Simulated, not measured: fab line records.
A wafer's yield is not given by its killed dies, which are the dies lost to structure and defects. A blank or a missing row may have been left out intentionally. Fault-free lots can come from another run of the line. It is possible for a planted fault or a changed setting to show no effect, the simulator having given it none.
fab line records	flow n5_finfet
record: lots: 7	wafers: 39
route steps=1938 shown BEOL_M4@1070 BEOL_M8@1332
start_h: the number of hours between the record's first day and the start of the first shown wafer of the lot	wait_h: hours from the lot's prior step to this one	" as in the row above	L1.1+2: several wafers, shown together as one row	- either no value or no given start	* or withheld: withheld	< > ~ a bound
route shown NAME@n: NAME is a module with steps in the file, n the number in the route of the first one	usual: the fault-free wafers' mean and standard deviation	same: alike in all rows	chamber/n: place in a boat	sites: each site's reading	_std_site: how widely they spread, as a standard deviation	_edge_site: the outer-site mean with the inner-site mean subtracted	radius_mm: for every site, how far away it sits from the centre of the wafer	mask NAME#n: copy n	behind: the tool/chamber that last shaped the wafer	hold: reason for holding the lot/hours on hold/outcome of the hold	device: the n, p or np transistor that did not switch	end of line: tests of these same wafers at the route's end	for a step that has no rows: nothing shown but its recipe	killed: dies lost to structure and defects at the first sort, not the wafer's yield	map: dies across one wafer; x = killed, . = not, _ = none there
set.NAME: the run value of the setting; set.NAME@STEP: its run value at that earlier step	model.NAME: the simulator's own value behind a step, which no gauge read
lots run with intentionally changed settings; tables by step, rows by wafer
== steps ==
step: N5_BEOL_M4_TRENCH_ETCH_37
recipe: chemistry: C4F6/O2	target_depth_a: 555.55	target: SiOC	time_s: 29.2	ion_energy_ev: 250	pressure_mtorr: 30	source_w: 355	bias_w: 185	Ar_flow_sccm: 300	C4F6_flow_sccm: 10	O2_flow_sccm: 10
lot.wafer	tool	chamber	start_h	wait_h	set.time_s	model.BEOL_M4.feature_depth_nm	model.etch.depth_nm	model.TiN_of_BEOL_M4_HM_DEP_02.thk_nm
L076.1	rie_diel-01	1	-	-	29.2	55.4	55.37	17.8
L076.2	"	3	"	"	29.2	54.8	54.75	17.8
L076.3	"	0	"	"	29.2	55	55.02	17.8
L076.4	"	2	"	"	29.2	55.2	55.15	18
L076.5	"	3	"	"	29.2	54.6	54.7	18
L076.6	"	2	"	"	29.2	55	55.04	18
L077.1	rie_diel-02	0	-	-	13.06	25.8	25.74	19.2
L077.2	"	1	"	"	13.06	25	24.94	19.2
L077.3	"	2	"	"	13.06	24.8	24.86	19
L077.4	"	1	"	"	29.2	55.8	55.71	17.8
L077.5	"	2	"	"	29.2	55.8	55.72	17.8
L077.6	"	0	"	"	29.2	57.2	57.29	17.8
L079.1	rie_diel-01	0	-	-	29.2	54.6	54.66	17.6
L079.2	"	2	"	"	46.5	86.6	86.66	16.6
L079.3	"	3	"	"	46.5	87.6	87.5	16.4
L079.4	"	1	"	"	46.5	88.6	88.56	16.2
L079.5	"	3	"	"	29.2	54.8	54.87	17.6
L079.6	"	0	"	"	29.2	54.4	54.38	17.8
L083.1	rie_diel-05	0	-	-	29.2	54.4	54.35	18
L083.5	"	0	"	"	29.2	54.6	54.51	18
L083.6	"	2	"	"	29.2	54.6	54.54	18
L090.1	rie_diel-05	1	-	-	29.2	55.4	55.37	17.6
L090.2	"	2	"	"	29.2	55	55.06	17.6
L090.3	"	3	"	"	41.09	79	78.98	16.4
L090.4	"	2	"	"	41.09	77.2	77.25	16.6
L090.5	"	1	"	"	41.09	78.8	78.71	16.4
L090.6	"	3	"	"	29.2	56.4	56.33	17.4
L094.1	rie_diel-05	0	-	-	29.2	56.8	56.89	17.4
L094.2	"	2	"	"	29.2	55	54.99	17.6
L094.3	"	1	"	"	29.2	55.4	55.46	17.4
L094.4	"	3	"	"	29.2	55.8	55.84	17.6
L094.5	"	0	"	"	29.2	56.8	56.88	17.6
L094.6	"	1	"	"	29.2	55	54.9	17.4
L096.1	rie_diel-01	0	-	-	29.2	54.4	54.39	17.6
L096.2	"	3	"	"	29.2	54.6	54.6	17.6
L096.3	"	1	"	"	20.68	39	38.94	18.4
L096.4	"	2	"	"	20.68	38.4	38.47	18.4
L096.5	"	0	"	"	29.2	54.4	54.38	17.6
L096.6	"	3	"	"	20.68	38.4	38.31	18.2
step: N5_BEOL_M4_ETCH_41
recipe: chemistry: CH3F/O2	target: SiCN	target_depth_a: 299	taper_deg: 2	time_s: 52.5	ion_energy_ev: 120	mask_material: TiN	pressure_mtorr: 30	source_w: 395	bias_w: 75	Ar_flow_sccm: 150	CH3F_flow_sccm: 30	O2_flow_sccm: 20
step: N5_BEOL_M4_STRIP_97
recipe: chemistry: N2/H2	time_s: 10	power_w: 450	temp_c: 40	pressure_mtorr: 20	rf_frequency_hz: 6e+07	bias_power_w: 7	n2_flow_sccm: 200	h2_flow_sccm: 200
step: N5_BEOL_M4_OCD_MEAS_38
usual: trench_depth_nm: 55.3/0.79
lot.wafer	tool	chamber	start_h	wait_h	set.time_s@BEOL_M4_TRENCH_ETCH_37	trench_depth_nm
L076.1	ocd-01	-	187.63	-	29.2	54.9
L076.2	"	-	"	"	29.2	54.7
L076.3	"	-	"	"	29.2	54.7
L076.4	"	-	"	"	29.2	55.5
L076.5	"	-	"	"	29.2	54.8
L076.6	"	-	"	"	29.2	55.1
L077.1	ocd-01	-	194.52	-	13.06	25.4
L077.2	"	-	"	"	13.06	25.1
L077.3	"	-	"	"	13.06	25.6
L077.4	"	-	"	"	29.2	55.5
L077.5	"	-	"	"	29.2	55.9
L077.6	"	-	"	"	29.2	56.9
L079.1	ocd-01	-	203.13	-	29.2	54.6
L079.2	"	-	"	"	46.5	86.5
L079.3	"	-	"	"	46.5	87.7
L079.4	"	-	"	"	46.5	88.7
L079.5	"	-	"	"	29.2	54.9
L079.6	"	-	"	"	29.2	54.1
L083.1	ocd-01	-	226.61	-	29.2	54.2
L083.5	"	-	"	"	29.2	54.2
L083.6	"	-	"	"	29.2	54.6
L090.1	ocd-01	-	265.27	-	29.2	55.4
L090.2	"	-	"	"	29.2	55.3
L090.3	"	-	"	"	41.09	78.6
L090.4	"	-	"	"	41.09	77.2
L090.5	"	-	"	"	41.09	78.5
L090.6	"	-	"	"	29.2	56.3
L094.1	ocd-02	-	294.47	-	29.2	56.7
L094.2	"	-	"	"	29.2	55.0
L094.3	"	-	"	"	29.2	55.5
L094.4	"	-	"	"	29.2	55.8
L094.5	"	-	"	"	29.2	57.0
L094.6	"	-	"	"	29.2	55.0
L096.1	ocd-02	-	311.89	-	29.2	54.4
L096.2	"	-	"	"	29.2	55.1
L096.3	"	-	"	"	20.68	38.4
L096.4	"	-	"	"	20.68	38.5
L096.5	"	-	"	"	29.2	53.9
L096.6	"	-	"	"	20.68	38.6
step: N5_BEOL_M4_HM_STRIP_39
recipe: chemistry: peroxide_tin_strip	material: TiN	target_depth_a: 250	temp_c: 50	time_s: 158
step: N5_BEOL_M4_SRD_40
recipe: time_s: 30	temp_c: 23	rinse_liquid: diw	dry: ipa_marangoni
step: N5_BEOL_M4_ECD_50
recipe: material: Cu	target_thk_a: 3000
step: N5_BEOL_M4_ANNEAL_51
recipe: temp_c: 225	time_s: 90	ambient: N2
step: N5_BEOL_M4_CMP_52
recipe: stop_on: SiOC	t_overpolish_s: 6.8	down_force_psi: 1	platen_rpm: 50	clearing_platen_down_force_psi: 1.5	clearing_platen_rpm: 50	post_cmp_clean: cu_alkaline	target_thk_nm: 40	clearing_platen_pad_velocity_m_s: 0.99484	pad_velocity_m_s: 0.99484
lot.wafer	tool	chamber	start_h	wait_h	set.time_s@BEOL_M4_TRENCH_ETCH_37	model.Cu_of_BEOL_M4_ECD_50.thk_nm
L076.4+6	cmp-04	2	191.09	0.1	29.2	38.4
L076.3	"	3	"	"	29.2	39
L076.2	"	0	"	"	29.2	39.6
L076.1	"	1	"	"	29.2	38.8
L076.5	"	3	"	"	29.2	37.4
L077.4	cmp-02	3	197.73	0.1	29.2	40.8
L077.1	"	0	"	"	13.06	11.2
L077.2	"	1	"	"	13.06	9.6
L077.3	"	2	"	"	13.06	10.2
L077.5	"	3	"	"	29.2	41.2
L077.6	"	0	"	"	29.2	42
L079.3	cmp-01	0	206.88	0.2	46.5	72
L079.1	"	1	"	"	29.2	38.6
L079.2	"	2	"	"	46.5	72.2
L079.4	"	3	"	"	46.5	72.6
L079.5	"	0	"	"	29.2	39.2
L079.6	"	1	"	"	29.2	38.4
L083.1	cmp-01	0	230.13	0.3	29.2	39.8
L083.5	"	0	"	"	29.2	40.2
L083.6	"	1	"	"	29.2	38.8
L090.3	cmp-01	1	268.90	0.2	41.09	63.4
L090.2	"	2	"	"	29.2	41.2
L090.4	"	3	"	"	41.09	61.8
L090.1	"	0	"	"	29.2	40.6
L090.6	"	1	"	"	29.2	40.8
L090.5	"	2	"	"	41.09	64.6
L094.2	cmp-01	2	299.00	0.2	29.2	38.6
L094.1	"	3	"	"	29.2	41.6
L094.3+4	"	0,1	"	"	29.2	39.8
L094.5	"	2	"	"	29.2	42
L094.6	"	3	"	"	29.2	38.8
L096.1	cmp-02	1	315.64	0.3	29.2	39.8
L096.2+5	"	2,1	"	"	29.2	39.2
L096.4+6	"	3,2	"	"	20.68	24.2
L096.3	"	0	"	"	20.68	24.8
step: N5_BEOL_M4_THK_MEAS_53
recipe: thk_meas_gauge: xrf	reads: Cu_of_BEOL_M4_ECD_50
usual: M4_THK: 40.6/1.1
lot.wafer	tool	chamber	start_h	wait_h	set.time_s@BEOL_M4_TRENCH_ETCH_37	M4_THK[nm]
L076.1	film_metro-01	-	191.39	-	29.2	39.2
L076.2	"	-	"	"	29.2	40.1
L076.3	"	-	"	"	29.2	39.4
L076.4	"	-	"	"	29.2	38.8
L076.5	"	-	"	"	29.2	37.8
L076.6	"	-	"	"	29.2	38.8
L077.1	film_metro-02	-	198.02	-	13.06	11.2
L077.2	"	-	"	"	13.06	9.6
L077.3	"	-	"	"	13.06	10.3
L077.4	"	-	"	"	29.2	40.8
L077.5	"	-	"	"	29.2	41.4
L077.6	"	-	"	"	29.2	42.1
L079.1	film_metro-01	-	207.17	-	29.2	39.4
L079.2	"	-	"	"	46.5	73.3
L079.3	"	-	"	"	46.5	73.6
L079.4	"	-	"	"	46.5	73.8
L079.5	"	-	"	"	29.2	39.8
L079.6	"	-	"	"	29.2	39.2
L083.1	film_metro-02	-	230.43	-	29.2	40.1
L083.5	"	-	"	"	29.2	40.6
L083.6	"	-	"	"	29.2	39.1
L090.1	film_metro-02	-	269.20	-	29.2	40.5
L090.2	"	-	"	"	29.2	41.2
L090.3	"	-	"	"	41.09	63.5
L090.4	"	-	"	"	41.09	61.9
L090.5	"	-	"	"	41.09	64.8
L090.6	"	-	"	"	29.2	41.0
L094.1	film_metro-02	-	299.29	-	29.2	41.1
L094.2	"	-	"	"	29.2	38.4
L094.3	"	-	"	"	29.2	39.6
L094.4	"	-	"	"	29.2	39.6
L094.5	"	-	"	"	29.2	41.8
L094.6	"	-	"	"	29.2	38.3
L096.1	film_metro-02	-	315.94	-	29.2	39.9
L096.2	"	-	"	"	29.2	39.3
L096.3	"	-	"	"	20.68	24.9
L096.4	"	-	"	"	20.68	24.2
L096.5	"	-	"	"	29.2	39.3
L096.6	"	-	"	"	20.68	24.4
step: N5_BEOL_M4_PRE_CLEAN_60
recipe: gas: NH3/H2	time_s: 15	temp_c: *	rf_power_w: 300
step: N5_BEOL_M4_CO_CAP_55
recipe: material: Co	target_thk_a: 20	temp_c: 200	precursor: CCTBA/H2	pressure_torr: 30	time_s: 102.1
step: N5_BEOL_M4_PRE_CLEAN_56
recipe: gas: NH3	time_s: 15	temp_c: withheld	rf_power_w: 300
step: N5_BEOL_M4_DEP_57
recipe: material: SiCN	target_thk_a: 80	temp_c: withheld	precursor: 3MS/NH3	pressure_torr: 3	rf_w: 202	time_s: 14
step: N5_BEOL_M4_RS_MEAS_58
recipe: thk_meas_gauge: four-point-probe	reads: Co_of_BEOL_M4_CO_CAP_55+Cu_of_BEOL_M4_ECD_50+Co_of_BEOL_M4_CVD_47+TaN_of_BEOL_M4_ALD_84
usual: M4_RS: 0.664/0.022
lot.wafer	tool	chamber	start_h	wait_h	set.time_s@BEOL_M4_TRENCH_ETCH_37	M4_RS[ohm/sq]
L076.1	film_metro-01	-	191.73	0.1	29.2	0.698
L076.2	"	-	"	"	29.2	0.675
L076.3	"	-	"	"	29.2	0.693
L076.4	"	-	"	"	29.2	0.708
L076.5	"	-	"	"	29.2	0.730
L076.6	"	-	"	"	29.2	0.707
L077.1	film_metro-01	-	198.37	0.1	13.06	3.904
L077.2	"	-	"	"	13.06	4.826
L077.3	"	-	"	"	13.06	4.426
L077.4	"	-	"	"	29.2	0.655
L077.5	"	-	"	"	29.2	0.643
L077.6	"	-	"	"	29.2	0.627
L079.1	film_metro-02	-	207.43	0.0	29.2	0.701
L079.2	"	-	"	"	46.5	0.323
L079.3	"	-	"	"	46.5	0.323
L079.4	"	-	"	"	46.5	0.321
L079.5	"	-	"	"	29.2	0.687
L079.6	"	-	"	"	29.2	0.707
L083.1	film_metro-01	-	230.71	0.0	29.2	0.674
L083.5	"	-	"	"	29.2	0.667
L083.6	"	-	"	"	29.2	0.693
L090.1	film_metro-02	-	269.57	0.0	29.2	0.659
L090.2	"	-	"	"	29.2	0.646
L090.3	"	-	"	"	41.09	0.378
L090.4	"	-	"	"	41.09	0.389
L090.5	"	-	"	"	41.09	0.367
L090.6	"	-	"	"	29.2	0.654
L094.1	film_metro-02	-	299.58	0.0	29.2	0.637
L094.2	"	-	"	"	29.2	0.700
L094.3	"	-	"	"	29.2	0.675
L094.4	"	-	"	"	29.2	0.670
L094.5	"	-	"	"	29.2	0.628
L094.6	"	-	"	"	29.2	0.694
L096.1	film_metro-02	-	316.20	0.0	29.2	0.673
L096.2	"	-	"	"	29.2	0.688
L096.3	"	-	"	"	20.68	1.265
L096.4	"	-	"	"	20.68	1.310
L096.5	"	-	"	"	29.2	0.688
L096.6	"	-	"	"	20.68	1.303
step: N5_BEOL_M8_ILD_DEP_00
recipe: material: SiCOH_lowk	target_thk_a: 1797.5	temp_c: 300	precursor: DEMS/porogen	pressure_torr: 5	rf_w: 500	time_s: 33.4
lot.wafer	tool	chamber	start_h	wait_h	set.time_s	model.SiCOH_lowk_of_BEOL_M8_ILD_DEP_00.thk_nm
L076.1	pecvd-02	2	223.45	0.0	33.4	176.6
L076.2	"	0	"	"	41.82	219.8
L076.3	"	1	"	"	41.82	220
L076.4	"	2	"	"	33.4	180.6
L076.5	"	0	"	"	33.4	179.6
L076.6	"	1	"	"	41.82	224.4
L077.1	pecvd-02	1	228.65	0.0	33.4	178.6
L077.2	"	0	"	"	33.4	175.6
L077.3	"	2	"	"	33.4	178.4
L077.4	"	0	"	"	33.4	180
L077.5	"	2	"	"	33.4	180.6
L077.6	"	1	"	"	33.4	180.2
L079.1	pecvd-03	0	243.77	0.0	33.4	179.2
L079.2	"	2	"	"	33.4	180.2
L079.3	"	1	"	"	33.4	178.2
L079.4	"	0	"	"	33.4	181.4
L079.5+6	"	1,2	"	"	33.4	180.6
L083.1	pecvd-03	2	255.71	0.0	33.4	176.6
L083.5	"	2	"	"	33.4	180.6
L083.6	"	1	"	"	33.4	176.8
L090.1	pecvd-01	0	299.28	0.0	33.4	177.6
L090.2	"	2	"	"	33.4	178.2
L090.3	"	1	"	"	39.13	206.8
L090.4	"	1	"	"	39.13	209.4
L090.5	"	0	"	"	33.4	177.8
L090.6	"	2	"	"	39.13	211.2
L094.1	pecvd-03	1	334.21	0.0	27.99	147.4
L094.2	"	0	"	"	33.4	175.4
L094.3	"	2	"	"	33.4	176.2
L094.4	"	1	"	"	33.4	177.6
L094.5	"	0	"	"	27.99	149.6
L094.6	"	2	"	"	27.99	152
L096.1	pecvd-02	2	350.07	0.0	50.54	267.8
L096.2	"	1	"	"	50.54	265
L096.3	"	0	"	"	33.4	179
L096.4	"	0	"	"	33.4	179.4
L096.5	"	2	"	"	33.4	180.8
L096.6	"	1	"	"	50.54	269.8
step: N5_BEOL_M8_CURE_74
recipe: temp_c: 385	time_s: 240	ambient: He/Ar	material: SiCOH_lowk
lot.wafer	tool	chamber	start_h	wait_h	set.time_s@BEOL_M8_ILD_DEP_00	model.SiCOH_lowk_of_BEOL_M8_ILD_DEP_00.thk_nm
L076.1	uv_cure-01	1	223.52	0.0	33.4	152.2
L076.2	"	1	"	"	41.82	190
L076.3	"	1	"	"	41.82	190.2
L076.4	"	1	"	"	33.4	155.8
L076.5	"	1	"	"	33.4	155
L076.6	"	1	"	"	41.82	194
L077.1	uv_cure-01	1	228.72	0.0	33.4	154
L077.2	"	1	"	"	33.4	151.4
L077.3	"	1	"	"	33.4	153.8
L077.4	"	1	"	"	33.4	155.2
L077.5	"	1	"	"	33.4	155.8
L077.6	"	1	"	"	33.4	155.4
L079.1	uv_cure-03	2	243.83	0.0	33.4	154.6
L079.2	"	2	"	"	33.4	155.4
L079.3	"	2	"	"	33.4	153.6
L079.4	"	2	"	"	33.4	156.6
L079.5	"	2	"	"	33.4	155.8
L079.6	"	2	"	"	33.4	155.6
L083.1+6	uv_cure-02	0	255.77	0.0	33.4	152.4
L083.5	"	0	"	"	33.4	155.8
L090.1	uv_cure-03	0	299.34	0.0	33.4	153.2
L090.2	"	0	"	"	33.4	153.6
L090.3	"	0	"	"	39.13	178.6
L090.4	"	0	"	"	39.13	181
L090.5	"	0	"	"	33.4	153.4
L090.6	"	0	"	"	39.13	182.4
L094.1	uv_cure-02	2	334.27	0.0	27.99	126.8
L094.2	"	2	"	"	33.4	151.2
L094.3	"	2	"	"	33.4	152
L094.4	"	2	"	"	33.4	153.2
L094.5	"	2	"	"	27.99	128.8
L094.6	"	2	"	"	27.99	130.8
L096.1	uv_cure-02	2	350.39	0.3	50.54	232
L096.2	"	2	"	"	50.54	229.6
L096.3	"	2	"	"	33.4	154.4
L096.4	"	2	"	"	33.4	154.8
L096.5	"	2	"	"	33.4	155.8
L096.6	"	2	"	"	50.54	233.8
step: N5_BEOL_M8_THK_MEAS_01
recipe: reads: SiCOH_lowk_of_BEOL_M8_ILD_DEP_00
usual: M8_ILD_THK: 154.0/1.7
lot.wafer	tool	chamber	start_h	wait_h	set.time_s@BEOL_M8_ILD_DEP_00	M8_ILD_THK[nm]
L076.1	film_metro-01	-	224.03	0.4	33.4	152.1
L076.2	"	-	"	"	41.82	190.0
L076.3	"	-	"	"	41.82	190.3
L076.4	"	-	"	"	33.4	155.7
L076.5	"	-	"	"	33.4	154.8
L076.6	"	-	"	"	41.82	194.1
L077.1	film_metro-02	-	229.23	0.4	33.4	154.1
L077.2	"	-	"	"	33.4	151.4
L077.3	"	-	"	"	33.4	153.7
L077.4	"	-	"	"	33.4	155.1
L077.5	"	-	"	"	33.4	155.8
L077.6	"	-	"	"	33.4	155.5
L079.1	film_metro-01	-	244.83	0.8	33.4	154.5
L079.2	"	-	"	"	33.4	155.4
L079.3	"	-	"	"	33.4	153.6
L079.4	"	-	"	"	33.4	156.4
L079.5	"	-	"	"	33.4	155.8
L079.6	"	-	"	"	33.4	155.7
L083.1	film_metro-02	-	256.29	0.4	33.4	152.3
L083.5	"	-	"	"	33.4	155.8
L083.6	"	-	"	"	33.4	152.5
L090.1	film_metro-01	-	299.85	0.4	33.4	153.2
L090.2	"	-	"	"	33.4	153.7
L090.3	"	-	"	"	39.13	178.6
L090.4	"	-	"	"	39.13	181.1
L090.5	"	-	"	"	33.4	153.3
L090.6	"	-	"	"	39.13	182.4
L094.1	film_metro-02	-	334.78	0.4	27.99	126.9
L094.2	"	-	"	"	33.4	151.2
L094.3	"	-	"	"	33.4	152.0
L094.4	"	-	"	"	33.4	153.2
L094.5	"	-	"	"	27.99	128.7
L094.6	"	-	"	"	27.99	131.0
L096.1	film_metro-01	-	350.90	0.4	50.54	232.0
L096.2	"	-	"	"	50.54	229.5
L096.3	"	-	"	"	33.4	154.5
L096.4	"	-	"	"	33.4	154.8
L096.5	"	-	"	"	33.4	155.9
L096.6	"	-	"	"	50.54	233.8
== key ==
split: step: N5_BEOL_M4_TRENCH_ETCH_37	setting: time_s	stated: 29.2	by: wafer
response: step: N5_BEOL_M4_TRENCH_ETCH_37	reading: model.BEOL_M4.feature_depth_nm	change: +0.558	per: 1%	r: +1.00
response: step: N5_BEOL_M4_TRENCH_ETCH_37	reading: model.etch.depth_nm	change: +0.557	per: 1%	r: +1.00
response: step: N5_BEOL_M4_TRENCH_ETCH_37	reading: model.TiN_of_BEOL_M4_HM_DEP_02.thk_nm	change: -0.0235	per: 1%	r: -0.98
response: step: N5_BEOL_M4_OCD_MEAS_38	reading: trench_depth_nm	change: +0.555	per: 1%	r: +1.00
response: step: N5_BEOL_M4_CMP_52	reading: model.Cu_of_BEOL_M4_ECD_50.thk_nm	change: +0.556	per: 1%	r: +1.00
response: step: N5_BEOL_M4_THK_MEAS_53	reading: M4_THK	change: +0.561	per: 1%	r: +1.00
response: step: N5_BEOL_M4_RS_MEAS_58	reading: M4_RS	shape: bent	at_lowest: 4.385	at_stated: 0.677	at_highest: 0.322
split: step: N5_BEOL_M8_ILD_DEP_00	setting: time_s	stated: 33.4	by: wafer
response: step: N5_BEOL_M8_ILD_DEP_00	reading: model.SiCOH_lowk_of_BEOL_M8_ILD_DEP_00.thk_nm	change: +1.71	per: 1%	r: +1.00
response: step: N5_BEOL_M8_CURE_74	reading: model.SiCOH_lowk_of_BEOL_M8_ILD_DEP_00.thk_nm	change: +1.5	per: 1%	r: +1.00
response: step: N5_BEOL_M8_THK_MEAS_01	reading: M8_ILD_THK	change: +1.5	per: 1%	r: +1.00
